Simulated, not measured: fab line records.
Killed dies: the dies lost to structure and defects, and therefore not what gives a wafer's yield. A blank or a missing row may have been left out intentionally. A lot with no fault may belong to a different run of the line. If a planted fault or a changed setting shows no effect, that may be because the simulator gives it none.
Which of the tools did it?    flow nand_harc    Sampling: 24 lots, 72 wafers, 2 of 1159 route steps

WHAT THE GAUGES SHOWED, per wafer
NHARC_A_SLIT_CD_MEAS_09: the cd target is 300 nm.
lot   measured      on         cd_nm (nm)
L074  day 14 06:47  cd_sem-02  300.1 300.0 299.5
L075  day 15 01:22  cd_sem-03  300.2 299.6 299.8
L077  day 15 01:33  cd_sem-02  299.9 300.2 299.7
L076  day 15 05:15  cd_sem-03  300.2 300.6 299.9
L079  day 15 05:31  cd_sem-03  299.4 299.1 300.1
L078  day 15 12:14  cd_sem-02  299.4 299.9 299.0
L080  day 15 12:37  cd_sem-01  299.6 300.0 299.3
L081  day 15 20:22  cd_sem-01  299.5 299.9 300.2
L083  day 16 09:20  cd_sem-01  300.1 300.8 300.2
L082  day 16 09:36  cd_sem-02  300.3 299.5 300.1
L085  day 17 02:27  cd_sem-02  300.2 299.5 299.7
L084  day 17 02:47  cd_sem-01  299.8 299.4 299.3
L086  day 17 11:29  cd_sem-02  300.0 299.9 300.2
L087  day 17 11:55  cd_sem-02  299.2 299.7 299.4
L088  day 17 12:04  cd_sem-01  300.6 299.2 300.4
L089  day 17 22:42  cd_sem-01  300.7 300.1 300.4
L090  day 17 23:00  cd_sem-03  300.1 300.0 300.3
L092  day 18 13:41  cd_sem-01  299.2 300.0 300.3
L091  day 18 14:08  cd_sem-02  300.2 300.7 300.9
L093  day 18 15:42  cd_sem-01  299.6 299.6 299.4
L097  day 19 08:35  cd_sem-02  300.0 299.9 299.6
L094  day 19 09:02  cd_sem-01  299.6 299.8 299.3
L095  day 19 10:31  cd_sem-01  299.1 300.0 300.2
L096  day 19 23:23  cd_sem-02  300.5 300.5 300.5

NHARC_A_SLIT_INSPECT_11.
lot   measured      on                 raw_defect_count
L074  day 14 06:55  defect_inspect-02  15 23 22
L075  day 15 01:29  defect_inspect-02  22 22 25
L077  day 15 01:41  defect_inspect-02  5 4 16
L076  day 15 05:23  defect_inspect-01  13 13 8
L079  day 15 05:38  defect_inspect-01  14 17 12
L078  day 15 12:21  defect_inspect-01  12 8 18
L080  day 15 12:44  defect_inspect-01  22 13 20
L081  day 15 20:29  defect_inspect-01  30 22 17
L083  day 16 09:27  defect_inspect-02  13 19 8
L082  day 16 09:43  defect_inspect-01  46 33 29
L085  day 17 02:35  defect_inspect-01  36 28 17
L084  day 17 02:55  defect_inspect-01  11 12 15
L086  day 17 11:37  defect_inspect-02  17 21 18
L087  day 17 12:02  defect_inspect-01  42 52 43
L088  day 17 12:12  defect_inspect-02  9 13 8
L089  day 17 22:49  defect_inspect-01  10 17 19
L090  day 17 23:08  defect_inspect-02  30 34 35
L092  day 18 13:49  defect_inspect-02  23 12 14
L091  day 18 14:16  defect_inspect-02  27 31 33
L093  day 18 15:50  defect_inspect-02  13 9 8
L097  day 19 08:42  defect_inspect-02  34 35 40
L094  day 19 09:09  defect_inspect-02  22 28 28
L095  day 19 10:38  defect_inspect-02  13 18 16
L096  day 19 23:30  defect_inspect-01  17 13 17

WHAT TOOL EACH LOT RAN ON (gives the tool, then ch and the chambers of the sampled wafers, and finally the start)
The record shows no process step preceding these readings.

AS READ BY THE TOOLS THEMSELVES (means over the sampled wafers that have a number; for cases with no such wafer, the mark the record gives instead)
The record holds no such reading with a usual standard deviation.

THE ANSWER, worked out from the rows above alone
Rule: the lots themselves supply what counts as usual. Put in order of their means at a reading, lots are off if they are a third of the lots or fewer, leave a main group of 4 or more, and stand apart from it by a gap of 3 or more times the standard deviation of the main group's means; of several such gaps the widest counts. A main group is skipped when, at the precision printed for the reading in the tables above, its means are all equal. Also off: a lot with no number at a reading for which 4 or more lots have one. Where the step has rows for the other lots, those lots are counted as sound. The gauges are gone through in route order, then the tools' own readings, and for those a lot's mean is taken as printed above. At the first step where some lot is off, the reading lying furthest off is the one used; lots without a number count as furthest.
Across all readings shown, no lot is off: no conclusion can be drawn from this.

WHAT THE SIMULATOR HAD PUT IN
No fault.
